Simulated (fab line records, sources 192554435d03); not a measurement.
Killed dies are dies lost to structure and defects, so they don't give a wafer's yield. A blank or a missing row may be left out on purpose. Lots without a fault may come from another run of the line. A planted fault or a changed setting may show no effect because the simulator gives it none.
Which tool did it? | flow n5_finfet | 10 lots, 30 wafers sampled, at 5 steps of a route of 1938

WHAT THE GAUGES READ, wafer by wafer
N5_BEOL_M8_INSPECT_13: inspects for defects (brightfield). Usual: raw_defect_count 381, standard deviation 91.
lot  | measured     | on                | raw_defect_count | flag
L314 | day 12 13:41 | defect_inspect-02 | 378 402 329      |
L316 | day 13 04:06 | defect_inspect-02 | 400 359 257      |
L317 | day 14 14:58 | defect_inspect-02 | 339 408 439      |
L321 | day 15 21:50 | defect_inspect-02 | 386 384 268      |
L331 | day 17 21:14 | defect_inspect-02 | 314 308 317      |
L333 | day 17 21:47 | defect_inspect-02 | 286 283 311      |
L327 | day 18 01:40 | defect_inspect-01 | 411 377 358      |
L328 | day 18 14:04 | defect_inspect-02 | 363 583 404      |
L318 | day 19 05:13 | defect_inspect-02 | 301 341 378      |
L332 | day 19 05:27 | defect_inspect-01 | 300 374 332      |

N5_BEOL_M8_CD_MEAS_28: target cd 40 nm. Usual: cd_nm 40.06 nm, standard deviation 0.25.
lot  | measured     | on        | cd_nm (nm)        | flag
L314 | day 12 16:16 | cd_sem-02 | 40.19 40.07 39.70 |
L316 | day 13 07:04 | cd_sem-02 | 40.27 40.17 40.08 |
L317 | day 14 18:12 | cd_sem-02 | 40.27 39.70 39.95 |
L321 | day 16 00:18 | cd_sem-03 | 39.87 40.31 40.11 |
L331 | day 18 00:07 | cd_sem-02 | 40.30 40.33 39.80 |
L333 | day 18 00:10 | cd_sem-01 | 40.09 40.41 39.97 |
L327 | day 18 06:17 | cd_sem-03 | 40.02 40.11 39.93 |
L328 | day 18 15:53 | cd_sem-01 | 40.27 40.18 40.08 |
L318 | day 19 07:30 | cd_sem-02 | 40.14 39.99 39.76 |
L332 | day 19 08:25 | cd_sem-03 | 39.92 39.73 40.19 |

WHICH TOOL RAN EACH LOT (tool, then ch and the chambers of the sampled wafers, then the start)
lot  | N5_BEOL_M8_HM_DEP_02         | N5_BEOL_M8_ETCH_62                 | N5_BEOL_M8_HM_OPEN_17
L314 | pvd_sputter-01, day 12 13:16 | rie_diel-04 ch 0,2,3, day 12 13:49 | rie_metal-02 ch 0,1, day 12 14:03
L316 | pvd_sputter-01, day 13 03:32 | rie_diel-04 ch 0,1,2, day 13 04:14 | rie_metal-01 ch 0,1, day 13 04:26
L317 | pvd_sputter-01, day 14 14:24 | rie_diel-05 ch 1,2,3, day 14 15:05 | rie_metal-03 ch 0,1, day 14 15:16
L321 | pvd_sputter-02, day 15 21:25 | rie_diel-04 ch 0,3, day 15 21:58   | rie_metal-01 ch 0, day 15 22:09
L331 | pvd_sputter-02, day 17 20:48 | rie_diel-04 ch 1,2,3, day 17 21:25 | rie_metal-02 ch 0,1, day 17 21:40
L333 | pvd_sputter-03, day 17 21:14 | rie_diel-02 ch 0,1,3, day 17 22:02 | rie_metal-03 ch 1, day 17 22:19
L327 | pvd_sputter-01, day 18 01:07 | rie_diel-04 ch 1,2,3, day 18 02:01 | rie_metal-03 ch 1, day 18 02:13
L328 | pvd_sputter-02, day 18 13:38 | rie_diel-04 ch 1,2, day 18 14:11   | rie_metal-02 ch 0,1, day 18 14:22
L318 | pvd_sputter-01, day 19 04:47 | rie_diel-04 ch 1,2,3, day 19 05:20 | rie_metal-03 ch 0,1, day 19 05:31
L332 | pvd_sputter-01, day 19 04:53 | rie_diel-05 ch 1,2,3, day 19 05:56 | rie_metal-02 ch 0,1, day 19 06:09
- N5_BEOL_M8_HM_DEP_02: deposits TiN, target thk 20 nm.
- N5_BEOL_M8_ETCH_62: etches SOC in N2/H2, target depth 110 nm, overetch 22 nm, time 165 s.
- N5_BEOL_M8_HM_OPEN_17: chemistry Cl2/BCl3, target TiN, target depth 20 nm, overetch 6 nm.

WHAT THE TOOLS THEMSELVES READ (means of the sampled wafers that have a number; where no wafer has one, the mark that the record gives instead)
N5_BEOL_M8_HM_DEP_02. Usual: throttle_valve_pct 29.4 %, standard deviation 1.
lot  | tool           | throttle_valve_pct (%) | flag
L314 | pvd_sputter-01 | 29.0                   |
L316 | pvd_sputter-01 | 29.9                   |
L317 | pvd_sputter-01 | 30.2                   |
L321 | pvd_sputter-02 | 29.2                   |
L331 | pvd_sputter-02 | 30.5                   |
L333 | pvd_sputter-03 | 28.5                   |
L327 | pvd_sputter-01 | 30.1                   |
L328 | pvd_sputter-02 | 29.5                   |
L318 | pvd_sputter-01 | 29.0                   |
L332 | pvd_sputter-01 | 30.4                   |

N5_BEOL_M8_ETCH_62. Usual: drypump_motor_current_A 5.6 A, standard deviation 0.43; oes_product_au 0.70 a.u., standard deviation 0.071; rf_vpp_V 524.8 V, standard deviation 2.7; showerhead_plenum_p_Torr 2.58 Torr, standard deviation 0.096; throttle_valve_pct 17.85 %, standard deviation 0.2.
lot  | tool        | drypump_motor_current_A (A) | oes_product_au (a.u.) | rf_vpp_V (V) | showerhead_plenum_p_Torr (Torr) | throttle_valve_pct (%) | flag
L314 | rie_diel-04 | 5.5                         | 0.71                  | 525.6        | 2.60                            | 17.79                  |
L316 | rie_diel-04 | 5.6                         | 0.68                  | 524.4        | 2.56                            | 17.88                  |
L317 | rie_diel-05 | 5.9                         | 0.70                  | 525.5        | 2.64                            | 17.85                  |
L321 | rie_diel-04 | 5.4                         | 0.75                  | 527.3        | 2.62                            | 17.78                  |
L331 | rie_diel-04 | 5.3                         | 0.73                  | 522.5        | 2.50                            | 17.79                  |
L333 | rie_diel-02 | 5.7                         | 0.68                  | 524.9        | 2.58                            | 17.82                  |
L327 | rie_diel-04 | 5.3                         | 0.73                  | 523.3        | 2.50                            | 17.79                  |
L328 | rie_diel-04 | 5.3                         | 0.72                  | 522.4        | 2.47                            | 17.69                  |
L318 | rie_diel-04 | 5.3                         | 0.71                  | 522.9        | 2.50                            | 17.81                  |
L332 | rie_diel-05 | 5.9                         | 0.75                  | 526.7        | 2.63                            | 17.74                  |

N5_BEOL_M8_HM_OPEN_17. Usual: drypump_motor_current_A 5.63 A, standard deviation 0.3; oes_product_au 0.67 a.u., standard deviation 0.093; throttle_valve_pct 22.12 %, standard deviation 0.14.
lot  | tool         | drypump_motor_current_A (A) | oes_product_au (a.u.) | throttle_valve_pct (%) | flag
L314 | rie_metal-02 | 6.05                        | 0.69                  | 22.15                  |
L316 | rie_metal-01 | 5.77                        | 0.35                  | 22.68                  | OFF
L317 | rie_metal-03 | 5.35                        | 0.37                  | 22.57                  | OFF
L321 | rie_metal-01 | 5.55                        | 0.81                  | 21.79                  |
L331 | rie_metal-02 | 5.84                        | 0.71                  | 22.10                  |
L333 | rie_metal-03 | 5.46                        | 0.66                  | 22.22                  |
L327 | rie_metal-03 | 5.45                        | 0.65                  | 22.23                  |
L328 | rie_metal-02 | 6.04                        | 0.68                  | 22.15                  |
L318 | rie_metal-03 | 5.40                        | 0.70                  | 22.14                  |
L332 | rie_metal-02 | 5.87                        | 0.71                  | 22.12                  |

THE ANSWER, worked out from the rows above alone
Rule: a lot is off if the mean of its wafers that have a number lies more than 3 standard deviations from the usual mean. A lot without any number at a reading at which 4 lots or more have one is off too. The other lots that the step has rows for count as sound. The gauges are gone through in route order, then the tools' own readings, and for those a lot's mean is taken as printed above. The first step at which some lot is off is used, and at that step the reading that is off furthest; a lot without a number counts as furthest.
Off: L316, L317, at N5_BEOL_M8_HM_OPEN_17 (throttle_valve_pct).
A tool fits if, at that step or a process step before it, it ran every lot that is off, and no sound lot after the first of them. None of those tried fits.

WHAT THE SIMULATOR HAD PUT IN
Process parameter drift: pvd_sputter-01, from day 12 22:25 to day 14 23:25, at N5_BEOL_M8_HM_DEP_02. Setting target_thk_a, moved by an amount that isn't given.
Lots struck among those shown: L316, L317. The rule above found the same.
